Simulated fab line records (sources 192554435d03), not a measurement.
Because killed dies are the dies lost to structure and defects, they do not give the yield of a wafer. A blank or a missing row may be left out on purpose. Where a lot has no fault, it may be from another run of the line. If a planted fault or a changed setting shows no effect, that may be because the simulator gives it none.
Which tool did it? -- flow n5_finfet -- 24 lots with 72 wafers sampled at 6 steps, on a route of 1938 steps

## WHAT EACH GAUGE READ, for each wafer
Not one reading of a measure or inspect step in the record can be checked against a usual standard deviation.

## TOOL THAT RAN EACH LOT (tool first, then ch and the chambers of the sampled wafers, then the start)
lot,N5_BEOL_M1_ETCH_41,N5_BEOL_M1_STRIP_97,N5_BEOL_M1_SPUTTER_86,N5_BEOL_M2_STRIP_97,N5_BEOL_M2_ALD_84,N5_BEOL_M2_ANNEAL_82
L074,"rie_diel-03 ch 0,1, day 6 17:05 or earlier","rie_diel-03 ch 0,1, day 6 17:05 or earlier","pvd_sputter-01, day 6 17:05","rie_diel-02 ch 1,2,3, day 7 07:46 or earlier","ald_metal-01 ch 1,3, day 7 07:46","pvd_sputter-03, day 7 09:54"
L075,"rie_diel-01 ch 1,2, day 6 17:56 or earlier","rie_diel-01 ch 1,2, day 6 17:56 or earlier","pvd_sputter-03, day 6 17:56","rie_diel-04 ch 0,2, day 7 11:54 or earlier","ald_metal-01 ch 1,3, day 7 11:54","pvd_sputter-01, day 7 13:38"
L076,"rie_diel-06 ch 0,1, day 7 13:20 or earlier","rie_diel-06 ch 0,1, day 7 13:20 or earlier","pvd_sputter-03, day 7 13:20","rie_diel-02 ch 1,2, day 8 02:26 or earlier","ald_metal-01 ch 1,2,3, day 8 02:26","pvd_sputter-02, day 8 03:19"
L077,"rie_diel-06 ch 0,2,3, day 7 16:20 or earlier","rie_diel-06 ch 0,2,3, day 7 16:20 or earlier","pvd_sputter-03, day 7 16:20","rie_diel-05 ch 0,2, day 8 02:32 or earlier","ald_metal-04 ch 0,3, day 8 02:32","pvd_sputter-01, day 8 03:52"
L078,"rie_diel-01 ch 0,1,3, day 7 19:29 or earlier","rie_diel-01 ch 0,1,3, day 7 19:29 or earlier","pvd_sputter-01, day 7 19:29","rie_diel-02 ch 1,2, day 8 07:54 or earlier","ald_metal-04 ch 2,3, day 8 07:54","pvd_sputter-01, day 8 09:04"
L079,"rie_diel-01 ch 0,2,3, day 8 08:37 or earlier","rie_diel-01 ch 0,2,3, day 8 08:37 or earlier","pvd_sputter-02, day 8 08:37","rie_diel-04 ch 0,1,3, day 8 16:34 or earlier","ald_metal-01 ch 2,3, day 8 16:34","pvd_sputter-03, day 8 17:41"
L080,"rie_diel-01 ch 0,1,2, day 8 12:12 or earlier","rie_diel-01 ch 0,1,2, day 8 12:12 or earlier","pvd_sputter-01, day 8 12:12","rie_diel-05 ch 2,3, day 9 00:52 or earlier","ald_metal-04 ch 0,2,3, day 9 00:52","pvd_sputter-02, day 9 03:35"
L081,"rie_diel-03 ch 0,2,3, day 8 14:19 or earlier","rie_diel-03 ch 0,2,3, day 8 14:19 or earlier","pvd_sputter-03, day 8 14:19","rie_diel-02 ch 1,2,3, day 9 07:52 or earlier","ald_metal-02 ch 0,1,2, day 9 07:52","pvd_sputter-01, day 9 09:11"
L082,"rie_diel-03 ch 0,3, day 8 21:16 or earlier","rie_diel-03 ch 0,3, day 8 21:16 or earlier","pvd_sputter-01, day 8 21:16","rie_diel-02 ch 0,1,3, day 9 15:33 or earlier","ald_metal-01 ch 1,2, day 9 15:33","pvd_sputter-03, day 14 05:55"
L083,"rie_diel-01 ch 2,3, day 9 02:02 or earlier","rie_diel-01 ch 2,3, day 9 02:02 or earlier","pvd_sputter-03, day 9 02:02","rie_diel-04 ch 0,2,3, day 11 01:17 or earlier","ald_metal-01 ch 0,1,3, day 11 01:17","pvd_sputter-02, day 11 02:15"
L084,"rie_diel-06 ch 0,1, day 9 03:53 or earlier","rie_diel-06 ch 0,1, day 9 03:53 or earlier","pvd_sputter-03, day 9 03:53","rie_diel-02 ch 1,2, day 11 01:28 or earlier","ald_metal-02 ch 1,2,3, day 11 01:28","pvd_sputter-01, day 11 02:27"
L085,"rie_diel-06 ch 1,2,3, day 9 06:02 or earlier","rie_diel-06 ch 1,2,3, day 9 06:02 or earlier","pvd_sputter-03, day 9 06:02","rie_diel-02 ch 1,2,3, day 11 13:17 or earlier","ald_metal-01 ch 0,3, day 11 13:17","pvd_sputter-01, day 11 14:16"
L086,"rie_diel-03 ch 2,3, day 9 09:22 or earlier","rie_diel-03 ch 2,3, day 9 09:22 or earlier","pvd_sputter-03, day 9 09:22","rie_diel-05 ch 0,1,3, day 12 04:54 or earlier","ald_metal-04 ch 0,1,3, day 12 04:54","pvd_sputter-01, day 12 05:54"
L087,"rie_diel-01 ch 0,2,3, day 9 17:41 or earlier","rie_diel-01 ch 0,2,3, day 9 17:41 or earlier","pvd_sputter-02, day 9 17:41","rie_diel-04 ch 1,2,3, day 12 17:01 or earlier","ald_metal-02 ch 0,3, day 12 17:01","pvd_sputter-01, day 12 17:59"
L088,"rie_diel-01 ch 1,3, day 9 20:29 or earlier","rie_diel-01 ch 1,3, day 9 20:29 or earlier","pvd_sputter-02, day 9 20:29","rie_diel-05 ch 0,3, day 12 18:54 or earlier","ald_metal-01 ch 1,2, day 12 18:54","pvd_sputter-01, day 12 19:52"
L090,"rie_diel-01 ch 0,3, day 10 08:11 or earlier","rie_diel-01 ch 0,3, day 10 08:11 or earlier","pvd_sputter-01, day 10 08:11","rie_diel-04 ch 1,2,3, day 13 00:49 or earlier","ald_metal-02 ch 0,1,2, day 13 00:49","pvd_sputter-01, day 13 02:11"
L089,"rie_diel-06 ch 0,1,3, day 10 17:10 or earlier","rie_diel-06 ch 0,1,3, day 10 17:10 or earlier","pvd_sputter-02, day 10 17:10","rie_diel-05 ch 0,2,3, day 13 04:17 or earlier","ald_metal-01 ch 0,1,3, day 13 04:17","pvd_sputter-02, day 13 06:59"
L091,"rie_diel-03 ch 1,2,3, day 10 21:33 or earlier","rie_diel-03 ch 1,2,3, day 10 21:33 or earlier","pvd_sputter-01, day 10 21:33","rie_diel-02 ch 0,1,3, day 12 19:24 or earlier","ald_metal-01 ch 0,1,3, day 12 19:24","pvd_sputter-02, day 12 20:27"
L094,"rie_diel-03 ch 0,1,2, day 11 05:58 or earlier","rie_diel-03 ch 0,1,2, day 11 05:58 or earlier","pvd_sputter-02, day 11 05:58","rie_diel-05 ch 1,2,3, day 13 07:14 or earlier","ald_metal-01 ch 1,2, day 13 07:14","pvd_sputter-01, day 13 08:22"
L092,"rie_diel-06 ch 1,2,3, day 11 05:56 or earlier","rie_diel-06 ch 1,2,3, day 11 05:56 or earlier","pvd_sputter-01, day 11 05:56","rie_diel-04 ch 0,3, day 13 04:08 or earlier","ald_metal-04 ch 0,2, day 13 04:08","pvd_sputter-01, day 13 05:10"
L093,"rie_diel-01 ch 0,2, day 11 16:28 or earlier","rie_diel-01 ch 0,2, day 11 16:28 or earlier","pvd_sputter-01, day 11 16:28","rie_diel-04 ch 0,1,3, day 13 15:30 or earlier","ald_metal-01 ch 0,2,3, day 13 15:30","pvd_sputter-01, day 13 16:28"
L095,"rie_diel-01 ch 0,1,3, day 11 18:18 or earlier","rie_diel-01 ch 0,1,3, day 11 18:18 or earlier","pvd_sputter-01, day 11 18:18","rie_diel-05 ch 0,1,2, day 13 15:40 or earlier","ald_metal-04 ch 0,3, day 13 15:40","pvd_sputter-02, day 13 16:41"
L096,"rie_diel-01 ch 1,3, day 12 05:53 or earlier","rie_diel-01 ch 1,3, day 12 05:53 or earlier","pvd_sputter-02, day 12 05:53","rie_diel-02 ch 0,1,3, day 14 02:26 or earlier","ald_metal-01 ch 2,3, day 14 02:26","pvd_sputter-01, day 14 05:19"
L097,"rie_diel-01 ch 0,1,2, day 13 10:24 or earlier","rie_diel-01 ch 0,1,2, day 13 10:24 or earlier","pvd_sputter-01, day 13 10:24","rie_diel-04 ch 1,2,3, day 14 11:33 or earlier","ald_metal-04 ch 1,2, day 14 11:33","pvd_sputter-01, day 14 12:38"
- N5_BEOL_M1_ETCH_41: etches SiCN in CH3F/O2, target depth 31.9 nm, time 57.8 s.
- N5_BEOL_M1_STRIP_97: strips in N2/H2, time 10 s.
- N5_BEOL_M1_SPUTTER_86: material Cu, target thk 4.5 nm, time 8.29 s.
- N5_BEOL_M2_STRIP_97: strips in N2/H2, time 10 s.
- N5_BEOL_M2_ALD_84: deposits TaN, pulse time 2 s, purge time 3 s, co reactant purge time 2 s.
- N5_BEOL_M2_ANNEAL_82: time 240 s.

## AS READ BY THE TOOLS THEMSELVES (means over the sampled wafers that have a number; for cases with no such wafer, the mark the record gives instead)
N5_BEOL_M1_ETCH_41.
lot,tool,drypump_motor_current_A (A),oes_product_au (a.u.),rf_vpp_V (V),showerhead_plenum_p_Torr (Torr),throttle_valve_pct (%)
L074,rie_diel-03,5.7,0.84,297.2,2.00,16.30
L075,rie_diel-01,5.6,0.76,295.3,1.94,16.55
L076,rie_diel-06,6.4,0.84,298.8,2.05,16.28
L077,rie_diel-06,5.9,0.76,298.4,2.00,16.24
L078,rie_diel-01,5.7,0.86,296.2,1.97,16.30
L079,rie_diel-01,5.7,0.89,297.5,2.01,16.27
L080,rie_diel-01,5.6,0.82,297.6,1.96,16.44
L081,rie_diel-03,6.0,0.85,296.6,1.97,16.25
L082,rie_diel-03,6.0,0.86,296.3,1.95,16.32
L083,rie_diel-01,6.0,0.87,298.0,2.03,16.23
L084,rie_diel-06,6.4,0.82,297.0,2.05,16.30
L085,rie_diel-06,5.9,0.81,296.5,1.96,16.27
L086,rie_diel-03,6.1,0.82,297.6,1.96,16.17
L087,rie_diel-01,5.7,0.88,297.3,2.01,16.29
L088,rie_diel-01,5.8,0.76,296.6,1.94,16.46
L090,rie_diel-01,5.9,0.89,297.7,2.01,16.17
L089,rie_diel-06,6.2,0.78,296.7,1.98,16.30
L091,rie_diel-03,5.7,0.76,297.2,2.00,16.21
L094,rie_diel-03,5.7,0.79,297.1,2.01,16.32
L092,rie_diel-06,5.9,0.79,296.9,1.96,16.30
L093,rie_diel-01,5.5,0.85,297.5,1.98,16.35
L095,rie_diel-01,5.7,0.91,298.8,2.04,16.20
L096,rie_diel-01,5.8,0.93,299.6,2.10,16.18
L097,rie_diel-01,5.6,0.85,297.5,2.03,16.35

N5_BEOL_M1_STRIP_97.
lot,tool,drypump_motor_current_A (A),oes_product_au (a.u.),rf_vpp_V (V),showerhead_plenum_p_Torr (Torr),throttle_valve_pct (%)
L074,rie_diel-03,5.7,0.84,58.9,2.53,23.61
L075,rie_diel-01,5.6,0.76,58.5,2.47,24.02
L076,rie_diel-06,6.4,0.84,59.3,2.60,23.69
L077,rie_diel-06,5.9,0.76,59.5,2.54,23.52
L078,rie_diel-01,5.7,0.86,59.3,2.50,23.73
L079,rie_diel-01,5.7,0.90,59.1,2.55,23.67
L080,rie_diel-01,5.6,0.82,58.9,2.49,23.88
L081,rie_diel-03,6.0,0.84,58.9,2.51,23.55
L082,rie_diel-03,6.1,0.85,58.0,2.47,23.56
L083,rie_diel-01,6.0,0.87,59.2,2.59,23.65
L084,rie_diel-06,6.4,0.82,58.7,2.59,23.71
L085,rie_diel-06,5.9,0.80,59.1,2.48,23.52
L086,rie_diel-03,6.1,0.82,58.7,2.49,23.41
L087,rie_diel-01,5.7,0.87,58.4,2.55,23.68
L088,rie_diel-01,5.7,0.77,58.0,2.46,23.91
L090,rie_diel-01,5.9,0.90,59.0,2.56,23.55
L089,rie_diel-06,6.2,0.78,59.1,2.51,23.63
L091,rie_diel-03,5.8,0.77,59.4,2.55,23.49
L094,rie_diel-03,5.7,0.79,58.3,2.55,23.64
L092,rie_diel-06,5.9,0.79,59.0,2.48,23.53
L093,rie_diel-01,5.5,0.86,59.1,2.51,23.72
L095,rie_diel-01,5.7,0.92,59.3,2.59,23.67
L096,rie_diel-01,5.8,0.93,60.0,2.67,23.74
L097,rie_diel-01,5.6,0.87,59.1,2.58,23.81

N5_BEOL_M1_SPUTTER_86.
lot,tool,chuck_gas_flow_sccm (sccm),throttle_valve_pct (%)
L074,pvd_sputter-01,1.28,31.1
L075,pvd_sputter-03,1.30,29.0
L076,pvd_sputter-03,1.26,28.7
L077,pvd_sputter-03,1.29,28.5
L078,pvd_sputter-01,1.28,29.4
L079,pvd_sputter-02,1.29,30.0
L080,pvd_sputter-01,1.25,29.9
L081,pvd_sputter-03,1.30,29.0
L082,pvd_sputter-01,1.28,30.4
L083,pvd_sputter-03,1.25,29.0
L084,pvd_sputter-03,1.25,28.8
L085,pvd_sputter-03,1.30,28.5
L086,pvd_sputter-03,1.28,29.1
L087,pvd_sputter-02,1.26,29.1
L088,pvd_sputter-02,1.23,29.8
L090,pvd_sputter-01,1.26,29.6
L089,pvd_sputter-02,1.25,29.4
L091,pvd_sputter-01,1.29,29.7
L094,pvd_sputter-02,1.30,28.6
L092,pvd_sputter-01,1.22,30.9
L093,pvd_sputter-01,1.29,30.6
L095,pvd_sputter-01,1.27,28.9
L096,pvd_sputter-02,1.23,29.7
L097,pvd_sputter-01,1.29,29.8

N5_BEOL_M2_STRIP_97.
lot,tool,drypump_motor_current_A (A),oes_product_au (a.u.),rf_vpp_V (V),showerhead_plenum_p_Torr (Torr),throttle_valve_pct (%)
L074,rie_diel-02,5.7,0.78,59.9,2.59,23.78
L075,rie_diel-04,5.5,0.70,59.3,2.47,23.61
L076,rie_diel-02,5.7,0.79,60.1,2.67,23.83
L077,rie_diel-05,5.9,0.78,58.9,2.61,23.86
L078,rie_diel-02,5.8,0.75,59.7,2.65,23.71
L079,rie_diel-04,5.6,0.87,60.0,2.60,23.80
L080,rie_diel-05,6.1,0.69,59.5,2.61,23.79
L081,rie_diel-02,5.7,0.76,59.4,2.58,23.80
L082,rie_diel-02,5.6,0.74,58.6,2.49,23.64
L083,rie_diel-04,5.5,0.86,59.4,2.60,23.63
L084,rie_diel-02,5.7,0.76,59.7,2.66,23.86
L085,rie_diel-02,5.7,0.74,58.6,2.57,23.83
L086,rie_diel-05,6.1,0.81,59.6,2.64,23.77
L087,rie_diel-04,5.3,0.83,58.7,2.51,23.73
L088,rie_diel-05,6.4,0.80,60.2,2.60,23.82
L090,rie_diel-04,5.3,0.81,59.2,2.51,23.75
L089,rie_diel-05,6.2,0.83,59.2,2.60,23.71
L091,rie_diel-02,5.7,0.71,58.2,2.48,23.67
L094,rie_diel-05,5.9,0.85,60.1,2.64,23.65
L092,rie_diel-04,5.8,0.91,60.2,2.66,23.65
L093,rie_diel-04,5.6,0.88,59.4,2.58,23.75
L095,rie_diel-05,5.8,0.90,59.1,2.63,23.72
L096,rie_diel-02,5.7,0.70,58.4,2.48,23.69
L097,rie_diel-04,5.3,0.91,60.6,2.51,23.61

N5_BEOL_M2_ALD_84.
lot,tool,heater_power_w (W)
L074,ald_metal-01,379
L075,ald_metal-01,376
L076,ald_metal-01,376
L077,ald_metal-04,432
L078,ald_metal-04,430
L079,ald_metal-01,366
L080,ald_metal-04,424
L081,ald_metal-02,434
L082,ald_metal-01,377
L083,ald_metal-01,374
L084,ald_metal-02,471
L085,ald_metal-01,355
L086,ald_metal-04,436
L087,ald_metal-02,385
L088,ald_metal-01,390
L090,ald_metal-02,428
L089,ald_metal-01,371
L091,ald_metal-01,371
L094,ald_metal-01,380
L092,ald_metal-04,406
L093,ald_metal-01,363
L095,ald_metal-04,428
L096,ald_metal-01,368
L097,ald_metal-04,428

N5_BEOL_M2_ANNEAL_82.
lot,tool,heater_power_w (W),susceptor_temp_C_max
L074,pvd_sputter-03,802,401.2
L075,pvd_sputter-01,797,401.2
L076,pvd_sputter-02,876,401.4
L077,pvd_sputter-01,754,401.3
L078,pvd_sputter-01,782,401.2
L079,pvd_sputter-03,834,400.9
L080,pvd_sputter-02,851,401.2
L081,pvd_sputter-01,760,401.4
L082,pvd_sputter-03,880,400.8
L083,pvd_sputter-02,805,401.1
L084,pvd_sputter-01,757,401.1
L085,pvd_sputter-01,707,401.4
L086,pvd_sputter-01,788,400.7
L087,pvd_sputter-01,827,401.0
L088,pvd_sputter-01,758,400.9
L090,pvd_sputter-01,754,401.3
L089,pvd_sputter-02,822,401.1
L091,pvd_sputter-02,835,401.2
L094,pvd_sputter-01,754,401.4
L092,pvd_sputter-01,796,401.1
L093,pvd_sputter-01,792,401.1
L095,pvd_sputter-02,832,400.9
L096,pvd_sputter-01,714,401.3
L097,pvd_sputter-01,765,400.9

## THE ANSWER, worked out from the rows above alone
Rule: the lots themselves supply what counts as usual. Put in order of their means at a reading, lots are off if they are a third of the lots or fewer, leave a main group of 4 or more, and stand apart from it by a gap of 3 or more times the standard deviation of the main group's means; of several such gaps the widest counts. Not used: any main group whose means are identical at the precision the tables above print for the reading. Also off: a lot with no number at a reading for which 4 or more lots have one. Where the step has rows for the other lots, those lots are counted as sound. Order of review: gauges by route order, followed by the tools' own readings, for which a lot's mean as printed above is used. At the first step where some lot is off, the reading lying furthest off is the one used; lots without a number count as furthest.
None of the lots is off at any reading shown; this tells nothing.

## WHAT THE SIMULATOR HAD INSERTED
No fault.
